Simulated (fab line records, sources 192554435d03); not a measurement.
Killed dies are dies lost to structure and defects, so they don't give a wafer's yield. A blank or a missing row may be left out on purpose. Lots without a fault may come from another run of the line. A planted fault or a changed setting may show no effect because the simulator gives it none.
fab line records | flow n5_finfet
record lots=5 wafers=15 last_day=18
route steps=1938 shown BEOL_M2@895
lots that met no fault: from a run of the same line without faults
start_h: hours from the record's first day to the start of the lot's first wafer shown | wait_h: hours since the lot's step before | " the same as in the row above | L1.1+2: a row that stands for several wafers | - no value, or no start given | * or withheld: withheld | < > ~ a bound
route shown NAME@n: a module of which the file shows steps, and the number in the route of the first | usual: mean/standard deviation of fault-free wafers | same: alike in all rows | chamber/n: place in a boat | sites: the reading at each site | _std_site: their standard deviation | _edge_site: outer sites' mean less inner sites' | radius_mm: how far each site lies from the wafer's centre | mask NAME#n: copy n | behind: the tool/chamber that last shaped the wafer | hold: why the lot was held/for how many hours/how that ended | device: the transistor (n, p or np) that didn't switch | end of line: the same wafers' tests at the end of the route | a step without rows: its recipe alone | killed: dies lost to structure and defects at the first sort, not the wafer's yield | map: a wafer's dies, x killed, . not, _ none there
set.NAME: the setting as run; set.NAME@STEP: as run at that earlier step | model.NAME: the simulator's own value behind a step, which no gauge read
lots at some steps of the route; a table a step, a row a wafer
services: from which hour (start_h, from the record's first day; less than 0 if before it) a tool's chamber was out of use, for how many hours, and why
## steps
# step N5_BEOL_M2_SRD_40
# recipe time_s=30 temp_c=23 rinse_liquid=diw dry=ipa_marangoni
# columns lot.wafer tool chamber start_h wait_h
L075.1+3+6 wet_bench-06 1,7,4 141.43 0.0
L074.1+4+5 wet_bench-06 4,5,6 143.12 0.0
L086.1+2+6 wet_bench-04 2,5,1 213.52 0.0
L090.1+5+6 wet_bench-04 5,4,3 242.62 0.0
L097.1+2+4 wet_bench-06 3,6,7 278.52 0.0
# step N5_BEOL_M2_PRECLEAN_42
# recipe chemistry=residue_remover time_s=60 temp_c=40
# columns lot.wafer tool chamber start_h wait_h
L075.1+3+6 wet_bench-06 1,7,4 141.45 0.0
L074.1+4+5 wet_bench-06 4,5,6 143.14 0.0
L086.1+2+6 wet_bench-04 2,5,1 213.54 0.0
L090.1+5+6 wet_bench-04 5,4,3 242.64 0.0
L097.1+2+4 wet_bench-06 3,6,7 278.53 0.0
# step N5_BEOL_M2_SRD_43
# recipe time_s=30 temp_c=23 rinse_liquid=diw dry=ipa_marangoni
# columns lot.wafer tool chamber start_h wait_h
L075.1+3+6 wet_bench-06 1,7,4 141.46 0.0
L074.1+4+5 wet_bench-06 4,5,6 143.16 0.0
L086.1+2+6 wet_bench-04 2,5,1 213.56 0.0
L090.1+5+6 wet_bench-04 5,4,3 242.66 0.0
L097.1+2+4 wet_bench-06 3,6,7 278.55 0.0
# step N5_BEOL_M2_CD_MEAS_35
# recipe target_cd_nm=18 target_cd_y_nm=22.2 polarity=opening
# usual cd_nm=18.0/0.37
# columns lot.wafer tool chamber start_h wait_h cd_nm
L075.1 cd_sem-03 - 141.51 0.0 17.9
L075.3 " - " " 17.9
L075.6 " - " " 18.3
L074.1 cd_sem-01 - 143.20 0.0 18.0
L074.4 " - " " 17.8
L074.5 " - " " 17.9
L086.1 cd_sem-03 - 213.60 0.0 18.6
L086.2 " - " " 17.7
L086.6 " - " " 18.9
L090.1 cd_sem-03 - 242.70 0.0 18.1
L090.5 " - " " 18.3
L090.6 " - " " 18.0
L097.1 cd_sem-03 - 278.59 0.0 18.0
L097.2 " - " " 17.8
L097.4 " - " " 18.4
# step N5_BEOL_M2_DEGAS_44
# recipe ambient=vacuum temp_c=250 time_s=60
# usual heater_power_w=334/31 susceptor_temp_C=250.02/0.17
# columns lot.wafer tool chamber start_h wait_h heater_power_w susceptor_temp_C
L075.1 pvd_sputter-02 - 142.40 0.9 325 250.11
L075.3 " - " " 354 249.83
L075.6 " - " " 411 250.38
L074.1 pvd_sputter-03 - 143.72 0.5 272 250.15
L074.4 " - " " 345 249.89
L074.5 " - " " 335 249.67
L086.1 pvd_sputter-03 - 213.81 0.2 334 249.84
L086.2 " - " " 337 250.14
L086.6 " - " " 274 249.97
L090.1 pvd_sputter-03 - 243.33 0.6 279 250.03
L090.5 " - " " 339 250.04
L090.6 " - " " 344 250.19
L097.1 pvd_sputter-03 - 279.04 0.5 358 249.96
L097.2 " - " " 269 249.79
L097.4 " - " " 344 249.94
# step N5_BEOL_M2_PRE_CLEAN_45
# recipe gas=H2/He time_s=30 temp_c=250
# usual heater_power_w=334/32 susceptor_temp_C=249.99/0.16
# columns lot.wafer tool chamber start_h wait_h heater_power_w susceptor_temp_C
L075.1 pvd_sputter-02 - 142.44 0.0 320 250.01
L075.3 " - " " 371 250.11
L075.6 " - " " 415 250.15
L074.1 pvd_sputter-03 - 143.76 0.0 275 250.00
L074.4 " - " " 334 250.11
L074.5 " - " " 334 250.01
L086.1 pvd_sputter-03 - 213.85 0.0 342 250.10
L086.2 " - " " 342 250.12
L086.6 " - " " 271 249.75
L090.1 pvd_sputter-03 - 243.37 0.0 277 250.09
L090.5 " - " " 341 249.66
L090.6 " - " " 334 250.20
L097.1 pvd_sputter-03 - 279.08 0.0 356 250.09
L097.2 " - " " 275 249.91
L097.4 " - " " 344 250.26
# step N5_BEOL_M2_ALD_84
# recipe material=TaN target_thk_a=* temp_c=275 ald_precursor_family=PDMAT ald_co_reactant=NH3 pressure_torr=3 carrier_flow_sccm=1500 pulse_time_s=2 purge_time_s=3 co_reactant_purge_time_s=2 co_reactant_pulse_time_s=3 ald_cycles=30 precursor_vessel_temp_c=75 precursor_vessel_pressure_torr=26.25 precursor_vessel_carrier_sccm=1000
# usual heater_power_w=389/39 mfc_carrier_sccm=1499/4.4 precursor_vessel_pressure_torr=26.24/0.052 susceptor_temp_C=274.99/0.2
# columns lot.wafer tool chamber start_h wait_h heater_power_w mfc_carrier_sccm precursor_vessel_pressure_torr susceptor_temp_C
L075.1 ald_metal-01 2 142.50 0.0 427 1501 26.29 275.02
L075.3 " 0 " " 444 1503 26.21 274.73
L075.6 " 0 " " 455 1498 26.20 274.61
L074.1 ald_metal-02 2 143.86 0.1 364 1513 26.35 275.30
L074.4 " 3 " " 401 1507 26.21 275.09
L074.5 " 0 " " 421 1504 26.22 274.83
L086.1 ald_metal-02 1 213.92 0.1 404 1501 26.29 274.78
L086.2 " 0 " " 423 1492 26.27 275.03
L086.6 " 1 " " 411 1500 26.26 274.78
L090.1 ald_metal-03 1 243.43 0.0 393 1489 26.29 274.93
L090.5 " 2 " " 322 1502 26.22 275.32
L090.6 " 3 " " 387 1501 26.23 275.08
L097.1 ald_metal-03 1 279.21 0.1 392 1495 26.24 274.95
L097.2 " 0 " " 373 1499 26.17 274.73
L097.4 " 2 " " 322 1497 26.19 275.28
# step N5_BEOL_M2_SURFACE_TREAT_85
# recipe gas=Ar time_s=* ion_energy_ev=* ion_current_ma_cm2=0.5 pressure_mtorr=* ar_flow_sccm=30
# usual throttle_valve_pct=*
# columns lot.wafer tool chamber start_h wait_h throttle_valve_pct
L075.1 pvd_sputter-03 - 142.84 0.2 *
L075.3 " - " " *
L075.6 " - " " *
L074.1 pvd_sputter-03 - 144.24 0.3 *
L074.4 " - " " *
L074.5 " - " " *
L086.1 pvd_sputter-03 - 214.16 0.1 *
L086.2 " - " " *
L086.6 " - " " *
L090.1 pvd_sputter-03 - 243.67 0.1 *
L090.5 " - " " *
L090.6 " - " " *
L097.1 pvd_sputter-01 - 279.51 0.2 *
L097.2 " - " " *
L097.4 " - " " *
# step N5_BEOL_M2_CVD_47
# recipe material=Co target_thk_a=30 temp_c=withheld precursor=CCTBA/H2 pressure_torr=30 time_s=223.8
# columns lot.wafer tool chamber start_h wait_h
L075.1+3+6 cvd_co-01 0,1,0 142.90 0.0
L074.1+4+5 cvd_co-01 1,1,2 144.35 0.1
L086.1+2+6 cvd_co-02 0,2,1 214.22 0.0
L090.1+5+6 cvd_co-01 2,0,2 243.73 0.0
L097.1+2+4 cvd_co-01 0,2,1 279.80 0.3
# step N5_BEOL_M2_SPUTTER_48
# recipe material=Cu target_thk_a=45 temp_c=-20 chamber_pressure_pa=0.07 power_w=withheld time_s=8.29
# usual susceptor_temp_C=-20.00/0.12 throttle_valve_pct=29.4/1.1
# columns lot.wafer tool chamber start_h wait_h susceptor_temp_C throttle_valve_pct
L075.1 pvd_sputter-02 - 143.10 0.1 -20.03 30.8
L075.3 " - " " -19.96 30.2
L075.6 " - " " -20.07 28.1
L074.1 pvd_sputter-03 - 144.56 0.1 -20.09 27.6
L074.4 " - " " -19.90 29.8
L074.5 " - " " -20.00 27.5
L086.1 pvd_sputter-03 - 214.38 0.1 -19.92 29.5
L086.2 " - " " -19.87 30.2
L086.6 " - " " -19.91 29.9
L090.1 pvd_sputter-03 - 243.91 0.1 -19.83 27.4
L090.5 " - " " -20.07 30.1
L090.6 " - " " -20.04 29.3
L097.1 pvd_sputter-02 - 281.24 1.4 -20.00 28.0
L097.2 " - " " -20.05 29.7
L097.4 " - " " -20.10 30.9
# step N5_BEOL_M2_ANNEAL_49
# recipe temp_c=400 time_s=240 ambient=vacuum
# usual heater_power_w=854/93 susceptor_temp_C=400.03/0.23
# columns lot.wafer tool chamber start_h wait_h heater_power_w susceptor_temp_C
L075.1 pvd_sputter-02 - 143.18 0.0 905 400.05
L075.3 " - " " 1050 399.69
L075.6 " - " " 807 399.72
L074.1 pvd_sputter-03 - 144.64 0.0 674 399.81
L074.4 " - " " 858 400.27
L074.5 " - " " 680 400.12
L086.1 pvd_sputter-03 - 214.46 0.0 851 399.79
L086.2 " - " " 839 400.12
L086.6 " - " " 833 399.99
L090.1 pvd_sputter-03 - 243.99 0.0 701 400.04
L090.5 " - " " 870 400.04
L090.6 " - " " 913 399.83
L097.1 pvd_sputter-02 - 281.32 0.0 796 399.85
L097.2 " - " " 813 400.30
L097.4 " - " " 887 399.84
# step N5_BEOL_M2_SPUTTER_79
# recipe material=Cu target_thk_a=45 temp_c=-20 chamber_pressure_pa=0.07 power_w=withheld time_s=8.29
# usual susceptor_temp_C=-19.99/0.095 throttle_valve_pct=29.4/1.2
# columns lot.wafer tool chamber start_h wait_h susceptor_temp_C throttle_valve_pct
L075.1 pvd_sputter-02 - 143.32 0.1 -19.88 30.6
L075.3 " - " " -19.96 30.4
L075.6 " - " " -20.04 27.9
L074.1 pvd_sputter-03 - 144.78 0.1 -19.97 27.5
L074.4 " - " " -20.11 29.8
L074.5 " - " " -19.98 27.2
L086.1 pvd_sputter-03 - 214.60 0.1 -19.97 29.6
L086.2 " - " " -19.97 30.3
L086.6 " - " " -19.79 29.8
L090.1 pvd_sputter-03 - 244.13 0.1 -20.12 27.3
L090.5 " - " " -20.11 30.3
L090.6 " - " " -19.88 29.3
L097.1 pvd_sputter-02 - 281.46 0.1 -20.06 27.9
L097.2 " - " " -19.97 29.7
L097.4 " - " " -19.93 31.0
# step N5_BEOL_M2_ANNEAL_80
# recipe temp_c=400 time_s=240 ambient=vacuum
# usual heater_power_w=854/92 susceptor_temp_C=399.97/0.21
# columns lot.wafer tool chamber start_h wait_h heater_power_w susceptor_temp_C
L075.1 pvd_sputter-02 - 143.40 0.0 885 399.98
L075.3 " - " " 1051 400.10
L075.6 " - " " 798 400.21
L074.1 pvd_sputter-03 - 144.86 0.0 682 399.72
L074.4 " - " " 867 399.85
L074.5 " - " " 684 399.92
L086.1 pvd_sputter-03 - 214.68 0.0 847 399.58
L086.2 " - " " 852 400.33
L086.6 " - " " 852 399.86
L090.1 pvd_sputter-03 - 244.21 0.0 680 399.88
L090.5 " - " " 863 400.35
L090.6 " - " " 894 399.90
L097.1 pvd_sputter-02 - 281.54 0.0 815 399.77
L097.2 " - " " 822 399.86
L097.4 " - " " 932 399.91
# step N5_BEOL_M2_SPUTTER_81
# recipe material=Cu target_thk_a=45 temp_c=-20 chamber_pressure_pa=0.07 power_w=withheld time_s=8.29
# usual susceptor_temp_C=-19.99/0.12 throttle_valve_pct=29.4/1.2
# columns lot.wafer tool chamber start_h wait_h susceptor_temp_C throttle_valve_pct
L075.1 pvd_sputter-02 - 143.54 0.1 -19.91 30.9
L075.3 " - " " -19.99 30.3
L075.6 " - " " -19.88 28.0
L074.1 pvd_sputter-03 - 145.00 0.1 -20.11 27.2
L074.4 " - " " -20.12 29.6
L074.5 " - " " -19.85 27.2
L086.1 pvd_sputter-03 - 214.82 0.1 -19.87 29.9
L086.2 " - " " -20.12 30.3
L086.6 " - " " -20.02 29.7
L090.1 pvd_sputter-03 - 244.35 0.1 -19.73 27.5
L090.5 " - " " -19.97 30.3
L090.6 " - " " -20.12 29.4
L097.1 pvd_sputter-02 - 281.68 0.1 -19.86 27.9
L097.2 " - " " -19.94 30.0
L097.4 " - " " -19.77 30.9
# step N5_BEOL_M2_ANNEAL_82
# recipe temp_c=400 time_s=240 ambient=vacuum
# usual heater_power_w=852/90 susceptor_temp_C=399.99/0.21
# columns lot.wafer tool chamber start_h wait_h heater_power_w susceptor_temp_C
L075.1 pvd_sputter-02 - 143.62 0.0 884 399.95
L075.3 " - " " 1037 400.23
L075.6 " - " " 789 399.92
L074.1 pvd_sputter-03 - 145.08 0.0 694 399.82
L074.4 " - " " 866 399.81
L074.5 " - " " 673 399.94
L086.1 pvd_sputter-03 - 214.90 0.0 861 399.92
L086.2 " - " " 867 400.24
L086.6 " - " " 863 400.01
L090.1 pvd_sputter-03 - 244.43 0.0 684 400.29
L090.5 " - " " 893 399.99
L090.6 " - " " 871 400.07
L097.1 pvd_sputter-02 - 281.76 0.0 787 399.72
L097.2 " - " " 810 399.56
L097.4 " - " " 921 399.54
# step N5_BEOL_M2_SPUTTER_86
# recipe material=Cu target_thk_a=45 temp_c=-20 chamber_pressure_pa=0.07 power_w=withheld time_s=8.29
# usual susceptor_temp_C=-20.00/0.1 throttle_valve_pct=29.4/1.1
# columns lot.wafer tool chamber start_h wait_h susceptor_temp_C throttle_valve_pct
L075.1 pvd_sputter-02 - 143.76 0.1 -19.97 30.9
L075.3 " - " " -19.81 30.3
L075.6 " - " " -20.10 28.0
L074.1 pvd_sputter-03 - 145.22 0.1 -19.83 27.2
L074.4 " - " " -19.96 29.8
L074.5 " - " " -20.00 27.3
L086.1 pvd_sputter-03 - 215.04 0.1 -20.03 29.9
L086.2 " - " " -19.96 30.2
L086.6 " - " " -20.11 29.7
L090.1 pvd_sputter-03 - 244.57 0.1 -20.09 27.3
L090.5 " - " " -20.10 30.2
L090.6 " - " " -20.14 29.2
L097.1 pvd_sputter-02 - 281.90 0.1 -19.92 28.1
L097.2 " - " " -20.02 29.8
L097.4 " - " " -19.98 31.0
# step N5_BEOL_M2_ANNEAL_87
# recipe temp_c=400 time_s=240 ambient=vacuum
# usual heater_power_w=853/90 susceptor_temp_C=400.00/0.21
# columns lot.wafer tool chamber start_h wait_h heater_power_w susceptor_temp_C
L075.1 pvd_sputter-02 - 143.84 0.0 886 400.30
L075.3 " - " " 1019 399.96
L075.6 " - " " 781 400.17
L074.1 pvd_sputter-03 - 145.30 0.0 680 399.66
L074.4 " - " " 822 400.09
L074.5 " - " " 689 400.09
L086.1 pvd_sputter-03 - 215.12 0.0 870 400.03
L086.2 " - " " 860 399.69
L086.6 " - " " 848 399.89
L090.1 pvd_sputter-03 - 244.65 0.0 692 400.09
L090.5 " - " " 882 400.11
L090.6 " - " " 884 400.24
L097.1 pvd_sputter-02 - 281.98 0.0 792 399.99
L097.2 " - " " 812 400.31
L097.4 " - " " 890 400.11
# step N5_BEOL_M2_SPUTTER_88
# recipe material=Cu target_thk_a=45 temp_c=-20 chamber_pressure_pa=0.07 power_w=withheld time_s=8.29
# usual susceptor_temp_C=-20.00/0.093 throttle_valve_pct=29.4/1.2
# columns lot.wafer tool chamber start_h wait_h susceptor_temp_C throttle_valve_pct
L075.1 pvd_sputter-02 - 143.98 0.1 -20.02 30.8
L075.3 " - " " -19.86 30.4
L075.6 " - " " -20.07 28.2
L074.1 pvd_sputter-03 - 145.44 0.1 -20.11 27.3
L074.4 " - " " -20.14 29.7
L074.5 " - " " -19.95 27.3
L086.1 pvd_sputter-03 - 215.26 0.1 -20.04 29.8
L086.2 " - " " -20.04 30.5
L086.6 " - " " -19.90 29.7
L090.1 pvd_sputter-03 - 244.79 0.1 -19.89 27.5
L090.5 " - " " -19.92 30.2
L090.6 " - " " -19.93 29.4
L097.1 pvd_sputter-02 - 282.12 0.1 -19.94 27.9
L097.2 " - " " -20.07 29.8
L097.4 " - " " -20.06 30.9
# step N5_BEOL_M2_ANNEAL_89
# recipe temp_c=400 time_s=240 ambient=vacuum
# usual heater_power_w=851/89 susceptor_temp_C=399.98/0.23
# columns lot.wafer tool chamber start_h wait_h heater_power_w susceptor_temp_C
L075.1 pvd_sputter-02 - 144.06 0.0 899 400.37
L075.3 " - " " 1029 399.87
L075.6 " - " " 797 399.97
L074.1 pvd_sputter-03 - 145.52 0.0 683 399.85
L074.4 " - " " 854 399.61
L074.5 " - " " 704 399.95
L086.1 pvd_sputter-03 - 215.34 0.0 846 399.94
L086.2 " - " " 839 399.73
L086.6 " - " " 856 399.87
L090.1 pvd_sputter-03 - 244.87 0.0 684 400.17
L090.5 " - " " 846 399.88
L090.6 " - " " 890 399.97
L097.1 pvd_sputter-02 - 282.20 0.0 807 400.18
L097.2 " - " " 805 399.77
L097.4 " - " " 900 399.87
# step N5_BEOL_M2_SPUTTER_90
# recipe material=Cu target_thk_a=45 temp_c=-20 chamber_pressure_pa=0.07 power_w=withheld time_s=8.29
# usual susceptor_temp_C=-20.00/0.11 throttle_valve_pct=29.4/1.2
# columns lot.wafer tool chamber start_h wait_h susceptor_temp_C throttle_valve_pct
L075.1 pvd_sputter-02 - 144.20 0.1 -20.07 30.9
L075.3 " - " " -19.77 30.1
L075.6 " - " " -19.81 27.8
L074.1 pvd_sputter-03 - 145.66 0.1 -19.93 27.5
L074.4 " - " " -19.93 29.6
L074.5 " - " " -19.83 27.3
L086.1 pvd_sputter-03 - 215.48 0.1 -20.04 29.8
L086.2 " - " " -20.15 30.3
L086.6 " - " " -20.06 29.7
L090.1 pvd_sputter-03 - 245.01 0.1 -19.76 27.3
L090.5 " - " " -19.93 30.3
L090.6 " - " " -20.10 29.6
L097.1 pvd_sputter-02 - 282.34 0.1 -20.00 28.0
L097.2 " - " " -20.18 29.6
L097.4 " - " " -20.20 31.0
# step N5_BEOL_M2_ANNEAL_91
# recipe temp_c=400 time_s=240 ambient=vacuum
# usual heater_power_w=853/92 susceptor_temp_C=400.01/0.23
# columns lot.wafer tool chamber start_h wait_h heater_power_w susceptor_temp_C
L075.1 pvd_sputter-02 - 144.28 0.0 889 400.13
L075.3 " - " " 1044 400.29
L075.6 " - " " 793 399.89
L074.1 pvd_sputter-03 - 145.74 0.0 691 399.99
L074.4 " - " " 846 400.14
L074.5 " - " " 693 399.92
L086.1 pvd_sputter-03 - 215.56 0.0 840 400.07
L086.2 " - " " 862 400.03
L086.6 " - " " 860 399.90
L090.1 pvd_sputter-03 - 245.09 0.0 680 400.06
L090.5 " - " " 854 399.96
L090.6 " - " " 885 399.70
L097.1 pvd_sputter-02 - 282.42 0.0 809 400.15
L097.2 " - " " 800 400.05
L097.4 " - " " 893 400.29
# step N5_BEOL_M2_SPUTTER_92
# recipe material=Cu target_thk_a=45 temp_c=-20 chamber_pressure_pa=0.07 power_w=withheld time_s=8.29
# usual susceptor_temp_C=-20.01/0.1 throttle_valve_pct=29.4/1.1
# columns lot.wafer tool chamber start_h wait_h susceptor_temp_C throttle_valve_pct
L075.1 pvd_sputter-02 - 144.42 0.1 -20.04 31.0
L075.3 " - " " -20.03 29.9
L075.6 " - " " -19.92 28.0
L074.1 pvd_sputter-03 - 145.88 0.1 -19.90 27.2
L074.4 " - " " -20.08 29.6
L074.5 " - " " -19.87 27.2
L086.1 pvd_sputter-03 - 215.70 0.1 -20.06 29.2
L086.2 " - " " -20.09 30.4
L086.6 " - " " -20.04 29.6
L090.1 pvd_sputter-03 - 245.23 0.1 -20.07 27.2
L090.5 " - " " -19.85 30.4
L090.6 " - " " -20.03 29.3
L097.1 pvd_sputter-02 - 282.56 0.1 -19.93 28.0
L097.2 " - " " -19.95 30.0
L097.4 " - " " -20.35 31.0
# step N5_BEOL_M2_ANNEAL_93
# recipe temp_c=400 time_s=240 ambient=vacuum
# usual heater_power_w=852/89 susceptor_temp_C=399.96/0.22
# columns lot.wafer tool chamber start_h wait_h heater_power_w susceptor_temp_C
L075.1 pvd_sputter-02 - 144.50 0.0 905 399.21
L075.3 " - " " 1041 400.01
L075.6 " - " " 798 400.03
L074.1 pvd_sputter-03 - 145.96 0.0 711 400.36
L074.4 " - " " 854 400.08
L074.5 " - " " 696 400.38
L086.1 pvd_sputter-03 - 215.78 0.0 847 399.95
L086.2 " - " " 871 400.34
L086.6 " - " " 841 399.83
L090.1 pvd_sputter-03 - 245.31 0.0 701 400.07
L090.5 " - " " 865 399.82
L090.6 " - " " 910 399.92
L097.1 pvd_sputter-02 - 282.64 0.0 793 399.80
L097.2 " - " " 809 399.88
L097.4 " - " " 869 400.19
# step N5_BEOL_M2_SPUTTER_94
# recipe material=Cu target_thk_a=45 temp_c=-20 chamber_pressure_pa=0.07 power_w=withheld time_s=8.29
# usual susceptor_temp_C=-19.99/0.095 throttle_valve_pct=29.4/1.2
# columns lot.wafer tool chamber start_h wait_h susceptor_temp_C throttle_valve_pct
L075.1 pvd_sputter-02 - 144.64 0.1 -20.04 30.9
L075.3 " - " " -19.78 30.4
L075.6 " - " " -20.00 28.0
L074.1 pvd_sputter-03 - 146.10 0.1 -20.17 27.3
L074.4 " - " " -20.09 29.5
L074.5 " - " " -20.10 27.4
L086.1 pvd_sputter-03 - 215.92 0.1 -19.77 29.9
L086.2 " - " " -20.02 30.4
L086.6 " - " " -19.78 29.1
L090.1 pvd_sputter-03 - 245.45 0.1 -20.03 27.4
L090.5 " - " " -19.95 30.5
L090.6 " - " " -20.01 29.3
L097.1 pvd_sputter-02 - 282.78 0.1 -19.98 27.8
L097.2 " - " " -19.99 29.5
L097.4 " - " " -19.94 31.0
# step N5_BEOL_M2_ANNEAL_95
# recipe temp_c=400 time_s=240 ambient=vacuum
# usual heater_power_w=853/90 susceptor_temp_C=399.98/0.24
# columns lot.wafer tool chamber start_h wait_h heater_power_w susceptor_temp_C
L075.1 pvd_sputter-02 - 144.72 0.0 885 400.19
L075.3 " - " " 1039 399.67
L075.6 " - " " 802 399.79
L074.1 pvd_sputter-03 - 146.18 0.0 685 400.25
L074.4 " - " " 843 400.13
L074.5 " - " " 694 399.90
L086.1 pvd_sputter-03 - 216.00 0.0 890 400.07
L086.2 " - " " 864 399.60
L086.6 " - " " 833 399.67
L090.1 pvd_sputter-03 - 245.53 0.0 678 400.02
L090.5 " - " " 855 399.95
L090.6 " - " " 896 399.86
L097.1 pvd_sputter-02 - 282.86 0.0 811 400.12
L097.2 " - " " 809 399.95
L097.4 " - " " 901 399.85
# step N5_BEOL_M2_SPUTTER_96
# recipe material=Cu target_thk_a=45 temp_c=-20 chamber_pressure_pa=0.07 power_w=withheld time_s=8.29
# usual susceptor_temp_C=-20.01/0.11 throttle_valve_pct=29.4/1.1
# columns lot.wafer tool chamber start_h wait_h susceptor_temp_C throttle_valve_pct
L075.1 pvd_sputter-02 - 144.86 0.1 -20.07 30.7
L075.3 " - " " -19.90 30.1
L075.6 " - " " -19.99 28.0
L074.1 pvd_sputter-03 - 146.32 0.1 -19.89 27.4
L074.4 " - " " -20.21 29.9
L074.5 " - " " -20.05 27.4
L086.1 pvd_sputter-03 - 216.14 0.1 -19.99 29.7
L086.2 " - " " -20.07 30.2
L086.6 " - " " -19.96 29.7
L090.1 pvd_sputter-03 - 245.67 0.1 -20.06 27.4
L090.5 " - " " -20.12 30.2
L090.6 " - " " -20.09 29.3
L097.1 pvd_sputter-02 - 283.00 0.1 -19.99 28.2
L097.2 " - " " -19.96 30.0
L097.4 " - " " -20.02 31.1
# step N5_BEOL_M2_ECD_50
# recipe material=Cu target_thk_a=3000
# columns lot.wafer tool chamber start_h wait_h
L075.1+3+6 ecd_cu-01 0,1,0 144.98 0.1
L074.1+4+5 ecd_cu-02 1,0,1 146.43 0.1
L086.1+2+6 ecd_cu-02 0,1,1 216.26 0.1
L090.1+5+6 ecd_cu-01 0,1,0 245.80 0.1
L097.1+2+4 ecd_cu-01 0,1,0 283.11 0.1
# step N5_BEOL_M2_ANNEAL_51
# recipe temp_c=225 time_s=90 ambient=N2
# usual wafer_temp_C_max=226.5/0.32
# columns lot.wafer tool chamber start_h wait_h wafer_temp_C_max
L075.1 rtp_anneal-01 0 145.06 0.1 226.6
L075.3 " 0 " " 226.8
L075.6 " 0 " " 226.6
L074.1 rtp_anneal-02 0 146.94 0.5 226.3
L074.4 " 0 " " 226.1
L074.5 " 0 " " 226.6
L086.1 rtp_anneal-01 0 216.34 0.1 227.4
L086.2 " 0 " " 226.4
L086.6 " 0 " " 226.8
L090.1 rtp_anneal-02 0 245.90 0.1 226.2
L090.5 " 0 " " 226.7
L090.6 " 0 " " 226.3
L097.1 rtp_anneal-01 0 283.19 0.1 226.5
L097.2 " 0 " " 226.0
L097.4 " 0 " " 226.5
# step N5_BEOL_M2_CMP_52
# recipe stop_on=SiOC t_overpolish_s=6.8 down_force_psi=1 platen_rpm=50 clearing_platen_down_force_psi=1.5 clearing_platen_rpm=50 post_cmp_clean=cu_alkaline target_thk_nm=40 clearing_platen_pad_velocity_m_s=0.99484 pad_velocity_m_s=0.99484
# usual barrier_field_endpoint_s=24.7/0.68 clearing_platen_down_force_psi=1.5000/0.0029 motor_current_A=5.8/0.64 overpolish_run_s=6.799/0.0095 time_to_endpoint_s=63/3.8
# same t_overpolish_s=6.8
# columns lot.wafer tool chamber start_h wait_h barrier_field_endpoint_s clearing_platen_down_force_psi motor_current_A overpolish_run_s time_to_endpoint_s
L075.3 cmp-02 3 145.35 0.2 23.8 1.4997 5.0 6.797 61
L075.1 " 1 " " 24.5 1.4975 6.6 6.797 65
L075.6 " 3 " " 23.3 1.5008 5.1 6.796 58
L074.4 cmp-03 3 147.42 0.3 25.1 1.5027 5.7 6.791 69
L074.1 " 0 " " 22.9 1.5050 5.2 6.787 58
L074.5 " 2 " " 24.7 1.5006 5.7 6.791 64
L086.2 cmp-03 3 216.71 0.3 26.5 1.5002 5.6 6.801 72
L086.1 " 0 " " 25.0 1.4946 5.3 6.795 66
L086.6 " 2 " " 26.1 1.5028 5.7 6.791 68
L090.1 cmp-04 2 246.20 0.3 24.2 1.5010 5.6 6.800 61
L090.5 " 2 " " 23.9 1.5041 6.1 6.806 60
L090.6 " 3 " " 24.7 1.5013 5.7 6.792 63
L097.1 cmp-03 2 283.50 0.3 24.3 1.4965 5.4 6.794 62
L097.2 " 0 " " 24.4 1.4960 5.2 6.806 58
L097.4 " 1 " " 24.9 1.4978 5.3 6.784 63
# step N5_BEOL_M2_THK_MEAS_53
# recipe thk_meas_gauge=xrf reads=Cu_of_BEOL_M2_ECD_50
# usual M2_THK=40.7/1.5
# columns lot.wafer tool chamber start_h wait_h M2_THK[nm]
L075.1 film_metro-02 - 145.65 - 39.8
L075.3 " - " " 39.1
L075.6 " - " " 38.6
L074.1 film_metro-01 - 147.64 - 39.5
L074.4 " - " " 43.4
L074.5 " - " " 40.4
L086.1 film_metro-02 - 216.93 - 41.6
L086.2 " - " " 44.4
L086.6 " - " " 42.8
L090.1 film_metro-02 - 246.49 - 37.7
L090.5 " - " " 38.3
L090.6 " - " " 39.1
L097.1 film_metro-02 - 283.80 - 39.8
L097.2 " - " " 39.7
L097.4 " - " " 42.4
# step N5_BEOL_M2_PRE_CLEAN_60
# recipe gas=NH3/H2 time_s=15 temp_c=* rf_power_w=300
# usual heater_power_w=83/7.6 susceptor_temp_C=*
# columns lot.wafer tool chamber start_h wait_h heater_power_w susceptor_temp_C
L075.1 cvd_co-01 1 145.91 0.3 74 *
L075.3 " 2 " " 98 *
L075.6 " 0 " " 77 *
L074.1 cvd_co-01 0 147.67 0.0 79 *
L074.4 " 2 " " 97 *
L074.5 " 1 " " 75 *
L086.1 cvd_co-02 2 216.97 0.0 87 *
L086.2 " 1 " " 83 *
L086.6 " 1 " " 80 *
L090.1 cvd_co-01 0 246.53 0.0 77 *
L090.5 " 0 " " 79 *
L090.6 " 2 " " 98 *
L097.1 cvd_co-02 0 283.84 0.0 81 *
L097.2 " 2 " " 88 *
L097.4 " 1 " " 82 *
## services
# columns tool chamber start_h hours kind
pvd_sputter-03 - 122.25 3.7 repair
cvd_co-02 - 128.63 28.1 pm
ald_metal-03 - 131.28 14.6 pm
cmp-02 - 137.80 2.3 repair
cmp-02 - 145.88 6.5 pm
pvd_sputter-03 - 152.34 6.3 repair
ald_metal-02 - 153.04 1.9 repair
cvd_co-01 - 158.36 2.8 pm
pvd_sputter-03 - 160.23 10.0 repair
cvd_co-02 - 161.11 14.6 pm
ecd_cu-01 - 185.18 0.7 repair
ecd_cu-01 - 191.69 1.2 repair
cmp-03 - 202.03 4.7 pm
cmp-03 - 209.37 4.0 pm
ald_metal-02 - 216.21 2.8 pm
ald_metal-02 - 224.08 0.3 repair
ald_metal-03 3 224.77 1.5 repair
pvd_sputter-02 - 239.55 2.6 repair
ecd_cu-01 - 240.67 0.2 repair
wet_bench-04 - 248.41 2.5 repair
cvd_co-02 2 257.04 21.8 repair
rtp_anneal-01 - 262.45 4.9 pm
wet_bench-04 - 267.86 4.4 pm
ald_metal-03 3 270.75 2.6 repair
## key
fault none
